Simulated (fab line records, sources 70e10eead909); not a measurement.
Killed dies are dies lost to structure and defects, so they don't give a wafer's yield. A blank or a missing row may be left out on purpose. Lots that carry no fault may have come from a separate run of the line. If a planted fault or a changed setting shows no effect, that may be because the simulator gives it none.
The tool behind it: which one? + flow nand harc + 14 lots with 42 wafers sampled at 5 steps, on a route of 1302 steps

== WHAT THE GAUGES SHOWED, per wafer ==
NHARC_A_DECK1_JOINT_THK_MEAS_14: measures by ellipsometry. Usual: thk nm 50.7 nm, standard deviation 1.3.
| lot  | measured     | on            | thk nm (nm)    | flag |
|------|--------------|---------------|----------------|------|
| L148 | day 11 09:27 | film metro-02 | 51.3 51.9 54.1 |      |
| L150 | day 11 19:04 | film metro-02 | 48.8 47.1 51.4 |      |
| L149 | day 11 19:04 | film metro-01 | 53.6 50.1 50.9 |      |
| L152 | day 13 03:05 | film metro-01 | 49.4 49.1 48.5 |      |
| L151 | day 13 03:05 | film metro-02 | 48.8 51.8 50.4 |      |
| L153 | day 13 11:17 | film metro-01 | 50.1 49.9 51.6 |      |
| L154 | day 13 16:10 | film metro-01 | 51.9 51.0 52.1 |      |
| L155 | day 14 11:58 | film metro-02 | 51.8 50.0 49.8 |      |
| L156 | day 14 12:00 | film metro-01 | 51.0 51.5 50.8 |      |
| L157 | day 15 07:44 | film metro-01 | 50.8 51.9 50.0 |      |
| L158 | day 15 07:44 | film metro-02 | 50.8 50.1 49.6 |      |
| L160 | day 16 06:24 | film metro-01 | 49.3 51.3 50.6 |      |
| L164 | day 17 22:58 | film metro-01 | 48.9 53.7 50.8 |      |
| L165 | day 18 11:43 | film metro-02 | 51.8 51.2 52.4 |      |

NHARC_A_ONON_D2_THK_MEAS_08: measures by ellipsometry. Usual: thk nm 1002 nm, standard deviation 8.9.
| lot  | measured     | on            | thk nm (nm)    | flag |
|------|--------------|---------------|----------------|------|
| L148 | day 12 11:33 | film metro-01 | 994 996 995    |      |
| L150 | day 12 20:01 | film metro-01 | 995 993 994    |      |
| L149 | day 12 19:51 | film metro-02 | 1005 1004 1002 |      |
| L152 | day 14 04:22 | film metro-01 | 1002 1000 1003 |      |
| L151 | day 14 04:09 | film metro-02 | 1003 1001 1002 |      |
| L153 | day 14 12:26 | film metro-01 | 995 994 993    |      |
| L154 | day 14 21:39 | film metro-02 | 1008 1009 1010 |      |
| L155 | day 15 16:04 | film metro-01 | 1009 1011 1010 |      |
| L156 | day 15 16:05 | film metro-01 | 1018 1017 1017 |      |
| L157 | day 16 08:59 | film metro-01 | 982 981 981    |      |
| L158 | day 16 08:59 | film metro-02 | 996 995 994    |      |
| L160 | day 17 09:08 | film metro-01 | 1000 1001 1000 |      |
| L164 | day 19 05:50 | film metro-02 | 560 561 561    | OFF  |
| L165 | day 19 11:55 | film metro-01 | 567 568 567    | OFF  |

NHARC_END_SORT_01. Usual: killed at array 53, standard deviation 20; killed at other 1, standard deviation 1.2; killed at periphery 3.7, standard deviation 2.6; killed dies 58, standard deviation 20; killed open 3.5, standard deviation 1.8; killed short 2.4, standard deviation 1.7.
| lot  | measured     | on        | killed at array | killed at other | killed at periphery | killed dies | killed open | killed short | flag |
|------|--------------|-----------|-----------------|-----------------|---------------------|-------------|-------------|--------------|------|
| L164 | day 31 06:31 | prober-02 | 671 670 673     | 1 1 1           | 5 6 3               | 677 677 677 | 3 4 5       | 3 2 2        | OFF  |
| L165 | day 31 05:44 | prober-01 | 677 676 673     | 0 0 1           | 0 1 3               | 677 677 677 | 1 1 7       | 3 1 2        | OFF  |

== TOOL THAT RAN EACH LOT (tool first, then ch and the chambers of the sampled wafers, then the start) ==
| lot  | NHARC_A_DECK1_JOINT_DEP_16      | NHARC_A_ONON_D2_DEP_06           |
|------|---------------------------------|----------------------------------|
| L148 | pecvd-01 ch 0,1, day 12 09:32   | pecvd onon-03 ch 0, day 12 11:05 |
| L150 | pecvd-02 ch 0,1, day 12 18:02   | pecvd onon-01 ch 0, day 12 19:38 |
| L149 | pecvd-01 ch 0,1,2, day 12 17:50 | pecvd onon-04 ch 0, day 12 19:24 |
| L152 | pecvd-04 ch 0,1,2, day 14 01:56 | pecvd onon-01 ch 0, day 14 03:58 |
| L151 | pecvd-02 ch 0,2, day 14 01:54   | pecvd onon-03 ch 0, day 14 03:41 |
| L153 | pecvd-02 ch 1,2, day 14 10:26   | pecvd onon-01 ch 0, day 14 11:59 |
| L154 | pecvd-02 ch 1,2, day 14 19:37   | pecvd onon-01 ch 0, day 14 21:15 |
| L155 | pecvd-02 ch 0,1, day 15 14:06   | pecvd onon-03 ch 0, day 15 15:36 |
| L156 | pecvd-04 ch 0,1,2, day 15 14:05 | pecvd onon-04 ch 0, day 15 15:37 |
| L157 | pecvd-01 ch 0,1,2, day 16 06:58 | pecvd onon-04 ch 0, day 16 08:32 |
| L158 | pecvd-02 ch 0,1,2, day 16 07:01 | pecvd onon-03 ch 0, day 16 08:36 |
| L160 | pecvd-02 ch 0,1,2, day 17 07:13 | pecvd onon-03 ch 0, day 17 08:48 |
| L164 | pecvd-02 ch 0,1,2, day 19 03:55 | pecvd onon-01 ch 0, day 19 05:30 |
| L165 | pecvd-01 ch 0,1, day 19 09:54   | pecvd onon-01 ch 0, day 19 11:32 |
- NHARC_A_DECK1_JOINT_DEP_16: deposits SiO2, target thk 45 nm.
- NHARC_A_ONON_D2_DEP_06: target thk 1000 nm.

== WHAT THE TOOLS THEMSELVES READ (means of the sampled wafers that have a number; where no wafer has one, the mark that the record gives instead) ==
NHARC_A_DECK1_JOINT_DEP_16. Usual: heater power w 623 W, standard deviation 90; throttle valve pct 16.3 %, standard deviation 0.48.
| lot  | tool     | heater power w (W) | throttle valve pct (%) | flag |
|------|----------|--------------------|------------------------|------|
| L148 | pecvd-01 | 608                | 16.3                   |      |
| L150 | pecvd-02 | 704                | 16.6                   |      |
| L149 | pecvd-01 | 608                | 16.2                   |      |
| L152 | pecvd-04 | 676                | 15.9                   |      |
| L151 | pecvd-02 | 586                | 16.1                   |      |
| L153 | pecvd-02 | 567                | 16.1                   |      |
| L154 | pecvd-02 | 600                | 15.9                   |      |
| L155 | pecvd-02 | 712                | 17.0                   |      |
| L156 | pecvd-04 | 600                | 16.2                   |      |
| L157 | pecvd-01 | 602                | 16.2                   |      |
| L158 | pecvd-02 | 668                | 16.6                   |      |
| L160 | pecvd-02 | 646                | 16.7                   |      |
| L164 | pecvd-02 | 600                | 16.6                   |      |
| L165 | pecvd-01 | 567                | 16.0                   |      |

== THE ANSWER, worked out from the rows above alone ==
Rule: lot off if the mean of its wafers having a number is beyond 3 standard deviations from the usual mean. A lot without any number at a reading at which 4 lots or more have one is off too. The other lots that the step has rows for count as sound. First the gauges in route order, then the tools' own readings, where a lot's mean is used as printed above. The first step at which some lot is off is used, and at that step the reading that is off furthest; a lot without a number counts as furthest.
Off at NHARC_A_ONON_D2_THK_MEAS_08 (thk nm): L164, L165.
If a tool, at a process step before that reading, ran all the lots that are off and no sound lot after the first of them, it fits. The gauges at NHARC_A_ONON_D2_THK_MEAS_08 aren't tried: what is off there is off at NHARC_END_SORT_01 too, on other tools, and a gauge's error can't cause that. One fits: NHARC_A_ONON_D2_DEP_06 on pecvd onon-01. Its last sound lot is L154 (day 14 21:15), its first lot that is off L164 (day 19 05:30): a fault that began between those two fits.

== WHAT THE SIMULATOR HAD INSERTED ==
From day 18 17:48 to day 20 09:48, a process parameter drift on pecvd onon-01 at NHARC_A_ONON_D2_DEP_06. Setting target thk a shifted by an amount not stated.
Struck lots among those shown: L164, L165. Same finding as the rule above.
